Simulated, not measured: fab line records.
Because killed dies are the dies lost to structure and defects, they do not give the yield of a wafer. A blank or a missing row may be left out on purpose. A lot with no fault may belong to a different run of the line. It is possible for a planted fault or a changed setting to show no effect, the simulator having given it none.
fab line records	flow n5Finfet
record: lots: 4	wafers: 12	lastDay: 16
route steps=1938 shown BEOL_M1@771 BEOL_M4@1111 PASSIVATION@1936
lots that met no fault: taken from a fault-free run of the same line
startH: hours from the record's first day to the start of the lot's first wafer shown	waitH: hours since the lot's step before	" identical to the entry in the row above	L1.1+2: a row that stands for several wafers	- no value, or no start given	* or withheld: withheld	< > ~ a bound
route shown NAME@n: names a module that has steps shown in the file, with the first one's number in the route	usual: mean and standard deviation over wafers with no fault	same: alike in all rows	chamber/n: place in a boat	sites: per-site readings	_std_site: their standard deviation	_edge_site: mean of outer sites minus mean of inner sites	radiusMm: for every site, how far away it sits from the centre of the wafer	mask NAME#n: copy n	behind: the tool/chamber that last shaped the wafer	hold: why the lot was held/for how many hours/how that ended	device: the transistor (n, p or np) that didn't switch	end of line: the tests these same wafers got at the end of their route	for a step that has no rows: nothing shown but its recipe	killed: at the first sort, the dies lost to defects and structure; wafer yield is something else	map: a wafer's dies, x killed, . not, _ none there
set.NAME: the setting as run; set.NAME@STEP: as run at that earlier step	model.NAME: the simulator's own value behind a step, which no gauge read
a table for each step, a row for each wafer; lots at some steps of the route
services: a tool's chamber out of use, with start hour (startH, from the record's first day; less than 0 if before it), hours out, and reason
== steps ==
step: N5_BEOL_M1_STRIP_65
recipe: chemistry: N2/H2	tempC: 40	n2FlowSccm: 200	h2FlowSccm: 200	rfFrequencyHz: 6e+07
step: N5_BEOL_M1_STRIP_75
recipe: chemistry: N2/H2	tempC: 40	n2FlowSccm: 200	h2FlowSccm: 200	rfFrequencyHz: 6e+07
step: N5_BEOL_M1_STRIP_66
recipe: chemistry: CF4	resist: SiARC	powerW: 300	biasPowerW: 75	pressureMtorr: 50	cf4FlowSccm: 150	rfFrequencyHz: 6e+07
step: N5_BEOL_M1_HM_OPEN_17
recipe: chemistry: Cl2/BCl3	targetDepthA: 200	overetchA: 60	target: TiN	maskMaterial: SOC	ionEnergyEv: 150	pressureMtorr: 10	icpW: 1000	biasW: 126	Cl2_flow_sccm: 53.25	bcl3FlowSccm: 21.75	Ar_flow_sccm: 25
step: N5_BEOL_M1_STRIP_19
recipe: chemistry: O2	powerW: 400	tempC: 40	pressureMtorr: 30	rfFrequencyHz: 6e+07	biasPowerW: 0	overashFraction: 0.2	o2FlowSccm: 225
step: N5_BEOL_M1_COAT_67
recipe: resist: SOC	tempC: 250	timeS: 60	spinRpm: 1500	resistThkNm: 60
step: N5_BEOL_M1_COAT_68
recipe: resist: SiARC	tempC: 220	timeS: 60	spinRpm: 1500	resistThkNm: 12
step: N5_BEOL_M1_COAT_76
recipe: resist: underlayer	tempC: 205	timeS: 60	spinRpm: 1500	resistThkNm: 5
step: N5_BEOL_M1_COAT_22
recipe: resist: CAR-EUV	spinRpm: 1500	resistThkNm: 30
step: N5_BEOL_M1_EBR_24
recipe: solvent: PGMEA	ebrWidthMm: 1.5
step: N5_BEOL_M1_SOFTBAKE_23
recipe: tempC: 110	timeS: 60	resist: CAR-EUV
step: N5_BEOL_M1_EXPOSE_25
recipe: maskId: V0	na: 0.33	sourceShape: quasar	sigmaInner: 0.2	sigmaOuter: 0.8	polarization: unpolarized	defocusNm: 5	targetCdNm: 24	doseMj: 63
same: dipoleOpeningDeg: 30
lot.wafer	tool	chamber	startH	waitH	mask
L577.1+4+5	euvScanner-02	0	126.39	-	V0#0
L589.2+3+5	euvScanner-02	0	202.91	-	V0#0
L590.2+3+6	euvScanner-02	0	209.19	-	V0#0
L595.3+4+5	euvScanner-01	0	242.10	-	V0#0
step: N5_BEOL_M1_PEB_26
recipe: pebTempC: 100	pebTimeS: 60	resist: CAR-EUV
step: N5_BEOL_M1_DEVELOP_27
recipe: developTimeS: 30	developer: TMAH	resist: CAR-EUV	rinseLiquid: surfactantRinse	dry: airSpin	devTempC: 23
step: N5_BEOL_M1_CD_MEAS_28
recipe: landingEnergyEv: 500	detector: seInlens	targetCdYNm: 23.3
usual: cdNm: 24.03/0.25
same: landingEnergyEv: 500
lot.wafer	tool	chamber	startH	waitH	cdNm
L577.1	cdSem-03	0	126.54	-	23.97
L577.4	"	0	"	"	23.60
L577.5	"	0	"	"	24.48
L589.2	cdSem-03	0	203.05	-	18.96
L589.3	"	0	"	"	17.90
L589.5	"	0	"	"	24.15
L590.2	cdSem-01	0	209.33	-	19.11
L590.3	"	0	"	"	18.46
L590.6	"	0	"	"	24.09
L595.3	cdSem-02	0	242.23	-	24.52
L595.4	"	0	"	"	24.31
L595.5	"	0	"	"	24.35
step: N5_BEOL_M1_DESCUM_33
recipe: chemistry: O2	timeS: 7	sourcePowerW: 50	biasPowerW: 20	pressureMtorr: 20	rfFrequencyHz: 2.712e+07	tempC: 40	resist: CAR-EUV	o2FlowSccm: 225
step: N5_BEOL_M1_ETCH_77
recipe: chemistry: N2/H2	target: underlayer	targetDepthA: 65	maskMaterial: CAR-EUV	timeS: 5.2	ionEnergyEv: 200	pressureMtorr: 30	sourceW: 840	biasW: 150	n2FlowSccm: 200	h2FlowSccm: 200	ends: cleared
step: N5_BEOL_M1_ETCH_69
recipe: chemistry: CF4	target: SiARC	targetDepthA: 156	maskMaterial: CAR-EUV	timeS: 26	ionEnergyEv: 80	pressureMtorr: 40	sourceW: 545	biasW: 36	Ar_flow_sccm: 100	cf4FlowSccm: 100	ends: cleared
step: N5_BEOL_M1_ALD_98
recipe: material: SiO2	targetThkA: 25	tempC: 100	aldPrecursorFamily: BDEAS	aldCoReactant: O2-plasma	pulseTimeS: 1	coReactantPulseTimeS: 1	purgeTimeS: 2	coReactantPurgeTimeS: 2	aldCycles: 17	pressureTorr: 2
step: N5_BEOL_M1_ETCHBACK_99
recipe: chemistry: CHF3	target: SiO2	targetDepthA: 50	timeS: 10.4	sourceW: 215	biasW: 47	Ar_flow_sccm: 200	CHF3_flow_sccm: 12	ionEnergyEv: 100	pressureMtorr: 30
step: N5_BEOL_M1_ETCH_70
recipe: chemistry: N2/H2	target: SOC	targetDepthA: 800	overetchA: 160	maskMaterial: SiARC	tempC: 40	timeS: 120	ionEnergyEv: 200	pressureMtorr: 30	sourceW: 840	biasW: 150	n2FlowSccm: 200	h2FlowSccm: 200
step: N5_BEOL_M1_STRIP_71
recipe: chemistry: N2/H2	tempC: 40	n2FlowSccm: 200	h2FlowSccm: 200	rfFrequencyHz: 6e+07
step: N5_BEOL_M1_STRIP_78
recipe: chemistry: N2/H2	tempC: 40	n2FlowSccm: 200	h2FlowSccm: 200	rfFrequencyHz: 6e+07
step: N5_BEOL_M1_VIA_ETCH_34
recipe: chemistry: C4F6/O2	targetDepthA: 678	maskMaterial: SOC	pressureMtorr: 15	ionEnergyEv: 250	taperDeg: 4	timeS: 64.4	sourceW: 350	biasW: 170	Ar_flow_sccm: 300	C4F6_flow_sccm: 10	O2_flow_sccm: 10
usual: drypumpMotorCurrentA: 5.8/0.43	oes_o_777_au: 0.75/0.066	oesProductAu: 0.75/0.062	rfVppV: 668/11	showerheadPlenumPTorr: 2.87/0.095	throttleValvePct: 30.87/0.24
lot.wafer	tool	chamber	startH	waitH	drypumpMotorCurrentA	oes_o_777_au	oesProductAu	rfHoursCounterH	rfVppV	showerheadPlenumPTorr	throttleValvePct	model.BEOL_M1.cdNm
L577.1	rieDiel-04	3	131.25	0.0	6.1	0.69	0.70	210	663	2.92	30.81	18
L577.4	"	0	"	"	5.3	0.77	0.77	152	683	2.97	30.95	18
L577.5	"	1	"	"	5.4	0.74	0.72	-	678	2.92	31.05	18
L589.2	rieDiel-04	1	203.99	0.0	5.4	0.72	0.71	231	677	2.91	31.08	12.8
L589.3	"	0	"	"	5.3	0.74	0.75	178	683	2.95	30.96	12.2
L589.5	"	1	"	"	5.5	0.72	0.70	-	678	2.91	31.09	18.2
L590.2	rieDiel-04	0	211.87	0.0	5.3	0.75	0.75	181	683	2.95	30.96	13.4
L590.3	"	2	"	"	5.9	0.84	0.83	67	649	2.87	30.50	12.4
L590.6	"	0	"	"	5.3	0.74	0.75	-	683	2.95	30.96	18
L595.3	rieDiel-04	3	243.44	0.0	6.0	0.67	0.68	248	663	2.91	30.84	18.2
L595.4	"	1	"	"	5.5	0.71	0.70	242	677	2.90	31.09	18.2
L595.5	"	3	"	"	6.0	0.67	0.68	-	661	2.91	30.84	18.2
step: N5_BEOL_M1_STRIP_83
recipe: chemistry: C4F6/O2	resist: SiARC	rfFrequencyHz: 6e+07
step: N5_BEOL_M1_STRIP_36
recipe: chemistry: N2/H2	powerW: 450	tempC: 40	pressureMtorr: 20	rfFrequencyHz: 6e+07	overashFraction: 0.3	biasPowerW: 7	h2Frac: 0.5	n2FlowSccm: 200	h2FlowSccm: 200
step: N5_BEOL_M1_TRENCH_ETCH_37
recipe: chemistry: C4F6/O2	targetDepthA: 552.07	target: SiOC	timeS: 29	ionEnergyEv: 250	pressureMtorr: 30	sourceW: 355	biasW: 185	Ar_flow_sccm: 300	C4F6_flow_sccm: 10	O2_flow_sccm: 10
step: N5_BEOL_M1_ETCH_41
recipe: chemistry: CH3F/O2	target: SiCN	targetDepthA: 319	taperDeg: 2	timeS: 57.8	ionEnergyEv: 120	maskMaterial: TiN	pressureMtorr: 30	sourceW: 395	biasW: 75	Ar_flow_sccm: 150	CH3F_flow_sccm: 30	O2_flow_sccm: 20
step: N5_BEOL_M1_STRIP_97
recipe: chemistry: N2/H2	timeS: 10	powerW: 450	tempC: 40	pressureMtorr: 20	rfFrequencyHz: 6e+07	biasPowerW: 7	n2FlowSccm: 200	h2FlowSccm: 200
step: N5_BEOL_M1_HM_STRIP_39
recipe: chemistry: peroxideTinStrip	material: TiN	targetDepthA: 250	tempC: 50	timeS: 158
step: N5_BEOL_M1_SRD_40
recipe: timeS: 30	tempC: 23	rinseLiquid: diw	dry: ipaMarangoni
step: N5_BEOL_M1_PRECLEAN_42
recipe: chemistry: residueRemover	timeS: 60	tempC: 40
step: N5_BEOL_M1_SRD_43
recipe: timeS: 30	tempC: 23	rinseLiquid: diw	dry: ipaMarangoni
step: N5_BEOL_M1_DEGAS_44
recipe: ambient: vacuum	tempC: 250	timeS: 60
step: N5_BEOL_M1_PRE_CLEAN_45
recipe: gas: H2/He	timeS: 30	tempC: 250
step: N5_BEOL_M1_ALD_84
recipe: material: TaN	targetThkA: *	tempC: 275	aldPrecursorFamily: PDMAT	aldCoReactant: NH3	pressureTorr: 3	carrierFlowSccm: 1500	pulseTimeS: 2	purgeTimeS: 3	coReactantPurgeTimeS: 2	coReactantPulseTimeS: 3	aldCycles: 30	precursorVesselTempC: 75	precursorVesselPressureTorr: 26.25	precursorVesselCarrierSccm: 1000
step: N5_BEOL_M1_SURFACE_TREAT_85
recipe: gas: Ar	timeS: *	ionEnergyEv: *	ionCurrentMaCm2: 0.5	pressureMtorr: *	arFlowSccm: 30
step: N5_BEOL_M4_RC_MEAS_101
usual: DIBL_N: 35.9/1.8	DIBL_P: 36.2/2	IOFF_N: 0.16/0.031	IOFF_P: 0.22/0.041	ION_N: 676/11	ION_P: 465/8.5	SS_N: 71.4/0.64	SS_P: 73.2/0.7	VT_N: 250/3.5	VT_P: -250/3.9
lot.wafer	tool	chamber	startH	waitH	DIBL_N[mV/V]	DIBL_P[mV/V]	IOFF_N[nA/um]	IOFF_P[nA/um]	ION_N[uA/um]	ION_P[uA/um]	SS_N[mV/dec]	SS_P[mV/dec]	VT_N[mV]	VT_P[mV]
L577.1	prober-01	0	172.22	0.0	35.4	35.9	0.14	0.25	669	477	70.5	73.0	251	-246
L577.4	"	0	"	"	36.6	36.7	0.15	0.26	669	465	71.9	73.6	253	-244
L577.5	"	0	"	"	35.0	35.0	0.14	0.22	675	472	71.6	72.5	253	-243
L589.5	prober-02	0	244.43	0.6	34.5	35.5	0.15	0.21	673	468	71.6	74.1	250	-248
L590.6	prober-01	0	252.80	0.8	33.6	35.4	0.13	0.20	667	455	70.7	72.6	254	-254
L595.3	prober-02	0	284.97	0.3	36.9	37.2	0.17	0.24	692	480	70.4	74.2	248	-248
L595.4	"	0	"	"	37.2	38.5	0.16	0.27	672	471	70.6	74.6	249	-244
L595.5	"	0	"	"	38.0	38.1	0.18	0.27	676	472	71.4	73.8	246	-244
step: N5_PASSIVATION_PROBE_49
usual: defectLimitedYield: 91.3/1.3	killed_at_M0_to_M3: 35/9.3	killed_at_M4_up: 14/5.2	killedAtContacts: 12/5.9	killedAtFrontEnd: 38/11	killedAtOther: 4/3.7	killedDies: 103/15	killedOnRim: 14/4	killedOpen: 67/12	killedShort: 34/8	sort_bin_5_function: 5.1/0.88	sort_bin_6_memory: 3.3/0.65	sortNPass: 1077/15	sortYieldPct: 91.3/1.3
same: grossDies: 1180	killedAtBackSide: 0	sort_bin_4_leakage[%]: 0	sort_bin_8_speed[%]: 0
lot.wafer	tool	chamber	startH	waitH	defectLimitedYield[%]	killed_at_M0_to_M3	killed_at_M4_up	killedAtContacts	killedAtFrontEnd	killedAtOther	killedDies	killedOnRim	killedOpen	killedShort	sort_bin_5_function[%]	sort_bin_6_memory[%]	sortNPass	sortYieldPct[%]
L577.1	prober-01	-	285.11	0.3	89.5	51	12	22	31	8	124	21	73	50	5.7	4.3	1056	89.5
L577.4	prober-01	-	285.26	0.4	91.2	43	10	22	25	4	104	16	75	29	5.0	3.6	1076	91.2
L577.5	prober-01	-	285.31	0.5	90.3	57	4	10	37	7	115	15	65	47	5.3	3.9	1065	90.3
L589.2	prober-01	-	356.01	0.1	0	1119	14	14	29	4	1180	152	73	36	96.0	3.5	0	0
L589.3	prober-01	-	356.06	0.1	0	1131	11	5	29	4	1180	152	42	42	96.9	2.6	0	0
L589.5	prober-01	-	356.16	0.2	94.3	30	9	7	20	1	67	10	45	21	3.9	1.7	1113	94.3
L590.2	prober-01	-	380.65	0.1	0.3	1119	5	2	47	3	1176	152	66	19	96.1	3.4	4	0.3
L590.3	prober-01	-	380.70	0.1	0	1110	12	8	48	2	1180	152	75	36	96.1	3.5	0	0
L590.6	prober-01	-	380.85	0.3	89.8	39	13	5	60	3	120	18	89	31	5.0	4.8	1060	89.8
L595.3	prober-02	-	394.42	0.1	91.6	28	19	8	39	5	99	11	75	23	5.0	3.2	1081	91.6
L595.4	prober-02	-	394.47	0.2	90.8	27	16	10	47	8	108	12	72	28	5.3	3.3	1072	90.8
L595.5	prober-02	-	394.52	0.2	90.8	30	8	14	54	3	109	22	67	40	5.2	3.9	1071	90.8
killed by level:class
L577.1 BEOL_M0_SAQP:geometricParticle:short=22 MOL_CONTACT_COAG:geometricParticle:open=16 BEOL_M0_SAQP:geometricParticle:open=10 FIN_SAQP:geometricParticle:open=9 MOL_CONTACT_COAG:geometricParticle:short=6 FIN_SAQP:geometricParticle:short=5 DUMMY_GATE:geometricParticle:open=5 BEOL_M2:geometricParticle:open=5
L577.4 MOL_CONTACT_COAG:geometricParticle:open=20 BEOL_M0_SAQP:geometricParticle:open=15 BEOL_M0_SAQP:geometricParticle:short=12 BEOL_M4:geometricParticle:open=8 BEOL_M3:geometricParticle:open=6 GATE_CUT:geometricParticle:short=4 BEOL_M1:geometricParticle:open=4 FIN_SAQP:geometricParticle:open=3
L577.5 BEOL_M0_SAQP:geometricParticle:short=15 BEOL_M0_SAQP:geometricParticle:open=14 STI_FIN_REVEAL:geometricParticle:open=13 MOL_CONTACT_COAG:geometricParticle:open=10 BEOL_M2:geometricParticle:short=8 BEOL_M1:geometricParticle:short=5 BEOL_M1:geometricParticle:open=4 ILD0:geometricParticle:open=3
L589.2 BEOL_M1:areaExpose=1071 MOL_CONTACT_COAG:geometricParticle:open=12 BEOL_M0_SAQP:geometricParticle:open=11 BEOL_M2:geometricParticle:open=11 BEOL_M0_SAQP:geometricParticle:short=8 FIN_SAQP:geometricParticle:short=7 DUMMY_GATE:geometricParticle:open=7 BEOL_M3:geometricParticle:open=6
L589.3 BEOL_M1:areaExpose=1095 BEOL_M0_SAQP:geometricParticle:short=15 BEOL_M0_SAQP:geometricParticle:open=7 FIN_SAQP:geometricParticle:short=4 DUMMY_GATE:geometricParticle:open=4 STARTING-WAFER:geometricParticle:short=4 BEOL_M3:geometricParticle:open=4 STI_FIN_REVEAL:geometricParticle:open=3
L589.5 BEOL_M0_SAQP:geometricParticle:open=13 BEOL_M3:geometricParticle:open=6 GATE_CUT:geometricParticle:short=5 MOL_CONTACT_COAG:geometricParticle:open=5 BEOL_M1:geometricParticle:open=4 STARTING-WAFER:geometricParticle:open=4 STI_FIN_REVEAL:geometricParticle:open=3 BEOL_M0_SAQP:geometricParticle:short=3
L590.2 BEOL_M1:areaExpose=1091 STI_FIN_REVEAL:geometricParticle:open=12 DUMMY_GATE:geometricParticle:open=11 FIN_SAQP:geometricParticle:open=9 BEOL_M3:geometricParticle:open=8 BEOL_M2:geometricParticle:open=6 BEOL_M1:geometricParticle:open=4 ILD0:geometricParticle:open=3
L590.3 BEOL_M1:areaExpose=1069 BEOL_M2:geometricParticle:open=13 STI_FIN_REVEAL:geometricParticle:open=11 BEOL_M0_SAQP:geometricParticle:short=11 FIN_SAQP:geometricParticle:open=8 MOL_CONTACT_COAG:geometricParticle:open=7 BEOL_M1:geometricParticle:open=7 FIN_SAQP:geometricParticle:short=6
L590.6 STI_FIN_REVEAL:geometricParticle:open=21 BEOL_M3:geometricParticle:open=16 BEOL_M2:geometricParticle:open=11 BEOL_M4:geometricParticle:open=8 FIN_SAQP:geometricParticle:short=7 FIN_SAQP:geometricParticle:open=6 DUMMY_GATE:geometricParticle:open=6 MOL_CONTACT_COAG:geometricParticle:open=5
L595.3 STI_FIN_REVEAL:geometricParticle:open=13 BEOL_M2:geometricParticle:open=11 DUMMY_GATE:geometricParticle:open=9 BEOL_M4:geometricParticle:open=7 BEOL_M0:geometricParticle:open=7 MOL_CONTACT_COAG:geometricParticle:open=5 STI_FIN_REVEAL:geometricParticle:short=4 BEOL_M3:geometricParticle:open=4
L595.4 DUMMY_GATE:geometricParticle:open=13 STI_FIN_REVEAL:geometricParticle:open=9 MOL_CONTACT_COAG:geometricParticle:open=8 BEOL_M2:geometricParticle:open=8 BEOL_M4:geometricParticle:open=5 FIN_SAQP:geometricParticle:open=4 DUMMY_GATE:geometricParticle:short=4 BEOL_M3:geometricParticle:open=4
L595.5 STI_FIN_REVEAL:geometricParticle:open=11 MOL_CONTACT_COAG:geometricParticle:open=11 GATE_CUT:geometricParticle:short=9 DUMMY_GATE:geometricParticle:open=8 BEOL_M0_SAQP:geometricParticle:short=8 FIN_SAQP:geometricParticle:open=6 BEOL_M0_SAQP:geometricParticle:open=6 BEOL_M2:geometricParticle:open=6
map L589.2 (x killed, . not)
_________________xxxxxxxxxxxx________________
______________xxxxxxxxxxxxxxxxxx_____________
___________xxxxxxxxxxxxxxxxxxxxxxxx__________
__________xxxxxxxxxxxxxxxxxxxxxxxxxx_________
________xxxxxxxxxxxxxxxxxxxxxxxxxxxxxx_______
_______xxxxxxxxxxxxxxxxxxxxxxxxxxxxxxxx______
______xxxxxxxxxxxxxxxxxxxxxxxxxxxxxxxxxx_____
_____xxxxxxxxxxxxxxxxxxxxxxxxxxxxxxxxxxxx____
____xxxxxxxxxxxxxxxxxxxxxxxxxxxxxxxxxxxxxx___
___xxxxxxxxxxxxxxxxxxxxxxxxxxxxxxxxxxxxxxxx__
___xxxxxxxxxxxxxxxxxxxxxxxxxxxxxxxxxxxxxxxx__
__xxxxxxxxxxxxxxxxxxxxxxxxxxxxxxxxxxxxxxxxxx_
__xxxxxxxxxxxxxxxxxxxxxxxxxxxxxxxxxxxxxxxxxx_
_xxxxxxxxxxxxxxxxxxxxxxxxxxxxxxxxxxxxxxxxxxxx
_xxxxxxxxxxxxxxxxxxxxxxxxxxxxxxxxxxxxxxxxxxxx
_xxxxxxxxxxxxxxxxxxxxxxxxxxxxxxxxxxxxxxxxxxxx
_xxxxxxxxxxxxxxxxxxxxxxxxxxxxxxxxxxxxxxxxxxxx
_xxxxxxxxxxxxxxxxxxxxxxxxxxxxxxxxxxxxxxxxxxxx
_xxxxxxxxxxxxxxxxxxxxxxxxxxxxxxxxxxxxxxxxxxxx
_xxxxxxxxxxxxxxxxxxxxxxxxxxxxxxxxxxxxxxxxxxxx
_xxxxxxxxxxxxxxxxxxxxxxxxxxxxxxxxxxxxxxxxxxxx
__xxxxxxxxxxxxxxxxxxxxxxxxxxxxxxxxxxxxxxxxxx_
__xxxxxxxxxxxxxxxxxxxxxxxxxxxxxxxxxxxxxxxxxx_
___xxxxxxxxxxxxxxxxxxxxxxxxxxxxxxxxxxxxxxxx__
___xxxxxxxxxxxxxxxxxxxxxxxxxxxxxxxxxxxxxxxx__
____xxxxxxxxxxxxxxxxxxxxxxxxxxxxxxxxxxxxxx___
_____xxxxxxxxxxxxxxxxxxxxxxxxxxxxxxxxxxxx____
______xxxxxxxxxxxxxxxxxxxxxxxxxxxxxxxxxx_____
_______xxxxxxxxxxxxxxxxxxxxxxxxxxxxxxxx______
________xxxxxxxxxxxxxxxxxxxxxxxxxxxxxx_______
__________xxxxxxxxxxxxxxxxxxxxxxxxxx_________
___________xxxxxxxxxxxxxxxxxxxxxxxx__________
______________xxxxxxxxxxxxxxxxxx_____________
_________________xxxxxxxxxxxx________________
map L590.3 (x killed, . not)
_________________xxxxxxxxxxxx________________
______________xxxxxxxxxxxxxxxxxx_____________
___________xxxxxxxxxxxxxxxxxxxxxxxx__________
__________xxxxxxxxxxxxxxxxxxxxxxxxxx_________
________xxxxxxxxxxxxxxxxxxxxxxxxxxxxxx_______
_______xxxxxxxxxxxxxxxxxxxxxxxxxxxxxxxx______
______xxxxxxxxxxxxxxxxxxxxxxxxxxxxxxxxxx_____
_____xxxxxxxxxxxxxxxxxxxxxxxxxxxxxxxxxxxx____
____xxxxxxxxxxxxxxxxxxxxxxxxxxxxxxxxxxxxxx___
___xxxxxxxxxxxxxxxxxxxxxxxxxxxxxxxxxxxxxxxx__
___xxxxxxxxxxxxxxxxxxxxxxxxxxxxxxxxxxxxxxxx__
__xxxxxxxxxxxxxxxxxxxxxxxxxxxxxxxxxxxxxxxxxx_
__xxxxxxxxxxxxxxxxxxxxxxxxxxxxxxxxxxxxxxxxxx_
_xxxxxxxxxxxxxxxxxxxxxxxxxxxxxxxxxxxxxxxxxxxx
_xxxxxxxxxxxxxxxxxxxxxxxxxxxxxxxxxxxxxxxxxxxx
_xxxxxxxxxxxxxxxxxxxxxxxxxxxxxxxxxxxxxxxxxxxx
_xxxxxxxxxxxxxxxxxxxxxxxxxxxxxxxxxxxxxxxxxxxx
_xxxxxxxxxxxxxxxxxxxxxxxxxxxxxxxxxxxxxxxxxxxx
_xxxxxxxxxxxxxxxxxxxxxxxxxxxxxxxxxxxxxxxxxxxx
_xxxxxxxxxxxxxxxxxxxxxxxxxxxxxxxxxxxxxxxxxxxx
_xxxxxxxxxxxxxxxxxxxxxxxxxxxxxxxxxxxxxxxxxxxx
__xxxxxxxxxxxxxxxxxxxxxxxxxxxxxxxxxxxxxxxxxx_
__xxxxxxxxxxxxxxxxxxxxxxxxxxxxxxxxxxxxxxxxxx_
___xxxxxxxxxxxxxxxxxxxxxxxxxxxxxxxxxxxxxxxx__
___xxxxxxxxxxxxxxxxxxxxxxxxxxxxxxxxxxxxxxxx__
____xxxxxxxxxxxxxxxxxxxxxxxxxxxxxxxxxxxxxx___
_____xxxxxxxxxxxxxxxxxxxxxxxxxxxxxxxxxxxx____
______xxxxxxxxxxxxxxxxxxxxxxxxxxxxxxxxxx_____
_______xxxxxxxxxxxxxxxxxxxxxxxxxxxxxxxx______
________xxxxxxxxxxxxxxxxxxxxxxxxxxxxxx_______
__________xxxxxxxxxxxxxxxxxxxxxxxxxx_________
___________xxxxxxxxxxxxxxxxxxxxxxxx__________
______________xxxxxxxxxxxxxxxxxx_____________
_________________xxxxxxxxxxxx________________
== services ==
tool	chamber	startH	hours	kind
euvScanner-01	-	112.41	1.0	pm
euvScanner-02	-	123.46	1.0	pm
euvScanner-02	0	136.24	-	calibration
euvScanner-01	-	160.24	4.6	pm
euvScanner-01	-	168.56	1.0	pm
euvScanner-02	-	179.61	1.0	pm
euvScanner-01	-	224.75	1.0	pm
euvScanner-01	0	230.91	-	calibration
euvScanner-02	-	235.76	1.0	pm
== key ==
firstSign: step: N5_BEOL_M1_CD_MEAS_28	reading: cdNm	direction: down	sigmas: 22	usual: 24.03	struck: 18.61
effect: step: N5_PASSIVATION_PROBE_49	reading: killed_at_M0_to_M3	direction: up	sigmas: 99+	usual: 35	struck: 1120
modelEffect: step: N5_BEOL_M1_VIA_ETCH_34	value: BEOL_M1.cdNm	without: 18.1	struck: 12.7
moreKillsBornAt: N5_BEOL_M1_EXPOSE_25@euvScanner-02: 4326
metAt N5_BEOL_M1_EXPOSE_25
struckWafers L589.2,L589.3,L590.2,L590.3
laterRowsLeftOut L589.2,L589.3,L590.2,L590.3
onsetBetween 126.39 202.91
fault: kind: processParameterDrift	tool: euvScanner-02	chamber: -	onsetH: 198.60	steps: N5_BEOL_M1_EXPOSE_25	channel: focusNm	offset: 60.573	shape: step	endH: 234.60	scope: struckWafersOnly
laterRowsLeftOut: the simulator's readings of these wafers behind a module that went badly wrong aren't trusted and aren't shown, but for the sort
